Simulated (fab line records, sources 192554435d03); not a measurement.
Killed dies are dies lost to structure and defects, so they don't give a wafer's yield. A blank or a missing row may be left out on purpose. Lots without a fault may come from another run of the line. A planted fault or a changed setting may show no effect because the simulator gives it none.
Split-lot experiment | flow n5_finfet | 7 lots, 39 wafers read, on a route of 1938 steps

THE SPLIT
At N5_SD_EPI_P_EPI_21 (deposits SiGe:B, time 355 s), the setting time_s was moved away from the recipe's 355 s on 9 of the 39 wafers read, by -15.2% to +17.9%. The other wafers ran this setting at the recipe's value.

FROM THE SPLIT TO THE READING: what the file shows between them, 1 step
- N5_SD_EPI_P_EPI_MEAS_23

THE READING
SiGe-B_of_SD_EPI_P_EPI_21.thk_nm (the simulator's own value, which no gauge read), in nm, at N5_SD_EPI_P_HM_STRIP_48 (strips SiNx in H3PO4, material SiNx, target depth 3 nm). The file gives no usual value for it. The 30 wafers here that ran the recipe average 60.7 nm, standard deviation 0.68 nm.

wafer  | tool, chamber at the split | time_s as run, s | against the recipe | SiGe-B_of_SD_EPI_P_EPI_21.thk_nm, nm | against lot-mates on the recipe
L075.1 | epi_rpcvd-02, 0            | 312.4            | -12.0%             | 55.4                                 | -4.1
L075.2 | epi_rpcvd-02, 0            | 355              | recipe             | 59.6                                 | -
L075.3 | epi_rpcvd-02, 0            | 355              | recipe             | 59                                   | -
L075.4 | epi_rpcvd-02, 0            | 355              | recipe             | 60                                   | -
L075.5 | epi_rpcvd-02, 0            | 312.4            | -12.0%             | 55.2                                 | -4.3
L075.6 | epi_rpcvd-02, 0            | 312.4            | -12.0%             | 54.6                                 | -4.9
L076.1 | epi_rpcvd-01, 0            | 355              | recipe             | 60.8                                 | -
L076.2 | epi_rpcvd-01, 0            | 355              | recipe             | 61                                   | -
L076.3 | epi_rpcvd-01, 0            | 355              | recipe             | 60.6                                 | -
L076.4 | epi_rpcvd-01, 0            | 355              | recipe             | 61.2                                 | -
L076.6 | epi_rpcvd-01, 0            | 355              | recipe             | 61.2                                 | -
L076.5 | epi_rpcvd-01, 0            | 355              | recipe             | 60                                   | -
L077.1 | epi_rpcvd-04, 0            | 355              | recipe             | 61                                   | -
L077.4 | epi_rpcvd-04, 0            | 355              | recipe             | 61                                   | -
L077.6 | epi_rpcvd-04, 0            | 355              | recipe             | 61.6                                 | -
L079.1 | epi_rpcvd-01, 0            | 418.5            | +17.9%             | 68.6                                 | +6.9
L079.5 | epi_rpcvd-01, 0            | 418.5            | +17.9%             | 68.6                                 | +6.9
L079.2 | epi_rpcvd-01, 0            | 418.5            | +17.9%             | 69                                   | +7.3
L079.3 | epi_rpcvd-01, 0            | 355              | recipe             | 62                                   | -
L079.4 | epi_rpcvd-01, 0            | 355              | recipe             | 62.2                                 | -
L079.6 | epi_rpcvd-01, 0            | 355              | recipe             | 61                                   | -
L089.1 | epi_rpcvd-04, 0            | 355              | recipe             | 61                                   | -
L089.2 | epi_rpcvd-04, 0            | 355              | recipe             | 60.8                                 | -
L089.4 | epi_rpcvd-04, 0            | 355              | recipe             | 60.8                                 | -
L089.6 | epi_rpcvd-04, 0            | 355              | recipe             | 60.8                                 | -
L089.3 | epi_rpcvd-04, 0            | 355              | recipe             | 60.6                                 | -
L089.5 | epi_rpcvd-04, 0            | 355              | recipe             | 60.2                                 | -
L092.1 | epi_rpcvd-01, 0            | 300.9            | -15.2%             | 55.2                                 | -5.7
L092.2 | epi_rpcvd-01, 0            | 355              | recipe             | 61                                   | -
L092.4 | epi_rpcvd-01, 0            | 355              | recipe             | 61                                   | -
L092.3 | epi_rpcvd-01, 0            | 355              | recipe             | 60.8                                 | -
L092.5 | epi_rpcvd-01, 0            | 300.9            | -15.2%             | 54.8                                 | -6.1
L092.6 | epi_rpcvd-01, 0            | 300.9            | -15.2%             | 54.6                                 | -6.3
L093.1 | epi_rpcvd-02, 0            | 355              | recipe             | 60.2                                 | -
L093.5 | epi_rpcvd-02, 0            | 355              | recipe             | 60.2                                 | -
L093.2 | epi_rpcvd-02, 0            | 355              | recipe             | 59.8                                 | -
L093.3 | epi_rpcvd-02, 0            | 355              | recipe             | 60.8                                 | -
L093.4 | epi_rpcvd-02, 0            | 355              | recipe             | 61.2                                 | -
L093.6 | epi_rpcvd-02, 0            | 355              | recipe             | 59.6                                 | -

THE FIT
A straight line over all 39 wafers: SiGe-B_of_SD_EPI_P_EPI_21.thk_nm changes by +0.432 nm for each +1% of time_s; r = +0.98; the points scatter about the line by 0.68 nm.
The same after taking each lot's own level away (the mean of its wafers on the recipe; 39 wafers): +0.39 nm for each +1%; r = +0.99; scatter 0.39 nm.
On that fit, the largest move of time_s shifts the reading by 7 nm.
The lots' own levels span 59.53 to 61.73 nm, that is 3.2 times the standard deviation above.
So the lot-to-lot level changes the slope: the two fits differ.
Check: with one of the wafers moved furthest among these (+17.9%) left out of the fit, the line predicts +7.01 nm for it against its lot-mates. It came out at +6.87 nm against them.

OTHER SPLITS ON THESE WAFERS
These wafers also went through other splits before the reading. Each is held against what the fit with the lots' levels taken away leaves over:
other split on the same wafers        | wafers away from the commonest value | r with SiGe-B_of_SD_EPI_P_EPI_21.thk_nm (lot level and that fit taken away)
N5_WELL_APT_EPI_41 target_thk_a       | 15                                   | -0.05
N5_FIN_CUT_CUT_ETCH_26 target_depth_a | 12                                   | +0.22

THE WHOLE CHAIN: every reading that the file lists as answering this split, in the file's order
step                    | what it does                                           | reading                                                                           | change (the file's fit)               | r (the file's)
N5_SD_EPI_P_EPI_21      | deposits SiGe:B, time 355 s                            | SiGe-B_of_SD_EPI_P_EPI_21.thk_nm (the simulator's own value, which no gauge read) | +0.396 nm for each +1% of the setting | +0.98
N5_SD_EPI_P_EPI_MEAS_23 |                                                        | thk_nm                                                                            | withheld for each +1% of the setting  | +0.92
N5_SD_EPI_P_HM_STRIP_48 | strips SiNx in H3PO4, material SiNx, target depth 3 nm | SiGe-B_of_SD_EPI_P_EPI_21.thk_nm (the simulator's own value, which no gauge read) | +0.39 nm for each +1% of the setting  | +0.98

THE FILE'S OWN FIT
SiGe-B_of_SD_EPI_P_EPI_21.thk_nm changes by +0.39 nm for each +1% of time_s, r = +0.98.
